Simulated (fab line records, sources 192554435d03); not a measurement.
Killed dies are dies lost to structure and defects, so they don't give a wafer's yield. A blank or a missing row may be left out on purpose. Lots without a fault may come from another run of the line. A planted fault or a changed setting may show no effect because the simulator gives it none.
One fault seen from 2 desks | flow n5_finfet | each desk has only its own numbers; what lay behind them comes last

THE TOOL OWNER'S DESK: rie_diel-04
The tool's own readings at N5_BEOL_M11_VIA_ETCH_34 (etches SiCOH lowk in C4F6/O2, target depth 184.5 nm, time 69.2 s): means of the sampled wafers that have a number, for each lot that ran on this tool. A lot is out of limits, marked OUT, if its mean lies more than 4 standard deviations from the usual mean; the brackets give that distance.
Columns: A = drypump_motor_current_A at N5_BEOL_M11_VIA_ETCH_34, usual 5.7 A; B = oes_product_au at N5_BEOL_M11_VIA_ETCH_34, usual 0.80 a.u.; C = rf_vpp_V at N5_BEOL_M11_VIA_ETCH_34, usual 661 V; D = run_length_s at N5_BEOL_M11_VIA_ETCH_34, usual 92.6 s; E = showerhead_plenum_p_Torr at N5_BEOL_M11_VIA_ETCH_34, usual 2.81 Torr; F = throttle_valve_pct at N5_BEOL_M11_VIA_ETCH_34, usual 20.93 %
lot  | first seen here | A   | B    | C   | D              | E    | F
L874 | day 14 02:35    | 5.9 | 0.83 | 663 | 83.3 (-26) OUT | 2.78 | 20.97
L872 | day 14 03:09    | 5.7 | 0.83 | 655 | 83.3 (-26) OUT | 2.89 | 20.86
This desk's finding: out of limits on L872, L874; first on L874, day 14 02:35 (run_length_s at N5_BEOL_M11_VIA_ETCH_34). In limits: none.

THE METROLOGY DESK
What the gauges read, lot by lot, whatever tool the lot ran on: means of the sampled wafers that have a number. A lot is out of limits, marked OUT, if its mean lies more than 4 standard deviations from the usual mean; the brackets give that distance. Of its 10 readings 7 are shown: those that lie furthest out on some lot.
Columns: A = DIBL_N at N5_BEOL_M4_RC_MEAS_101, usual 36.0 mV/V; B = DIBL_P at N5_BEOL_M4_RC_MEAS_101, usual 36.2 mV/V; C = IOFF_N at N5_BEOL_M4_RC_MEAS_101, usual 0.16 nA/um; D = IOFF_P at N5_BEOL_M4_RC_MEAS_101, usual 0.21 nA/um; E = ION_N at N5_BEOL_M4_RC_MEAS_101, usual 679 uA/um; F = SS_N at N5_BEOL_M4_RC_MEAS_101, usual 71.4 mV/dec; G = VT_P at N5_BEOL_M4_RC_MEAS_101, usual -251 mV
lot  | first seen here | A    | B    | C    | D    | E   | F    | G
L862 | day 8 23:01     | 37.2 | 36.9 | 0.17 | 0.25 | 685 | 71.4 | -247
L864 | day 9 03:38     | 35.2 | 33.5 | 0.13 | 0.18 | 667 | 70.7 | -252
L872 | day 11 11:17    | 37.1 | 38.4 | 0.18 | 0.26 | 682 | 71.6 | -247
L874 | day 11 11:38    | 36.1 | 35.8 | 0.14 | 0.21 | 679 | 71.4 | -250
L877 | day 11 19:26    | 34.9 | 35.2 | 0.17 | 0.20 | 693 | 71.6 | -251
L876 | day 11 20:20    | 36.8 | 37.2 | 0.17 | 0.22 | 673 | 71.8 | -250
L883 | day 14 01:46    | 38.1 | 37.1 | 0.19 | 0.22 | 697 | 71.5 | -249
L885 | day 14 04:23    | 37.4 | 38.2 | 0.18 | 0.24 | 686 | 71.7 | -251
L884 | day 14 09:19    | 38.6 | 40.8 | 0.22 | 0.27 | 686 | 72.2 | -248
This desk's finding: nothing out of limits on any of the 9 lots.

PUT TOGETHER
The tool owner's desk could have raised an alarm at day 14 02:35, on L872, L874.
The metrology desk saw nothing out of limits.
The metrology desk has L872, L874 on record, within its limits.
Of the lots named, all ran N5_BEOL_M11_VIA_ETCH_34 on rie_diel-04.

WHAT THE SIMULATOR HAD PUT IN
Process parameter drift: rie_diel-04, from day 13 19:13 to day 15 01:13, at N5_BEOL_M11_VIA_ETCH_34. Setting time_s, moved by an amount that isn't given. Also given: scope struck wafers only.
Lots struck among those shown: L872, L874.
Hours from the fault's start to each desk's first reading out of limits: the tool owner's desk, 7.
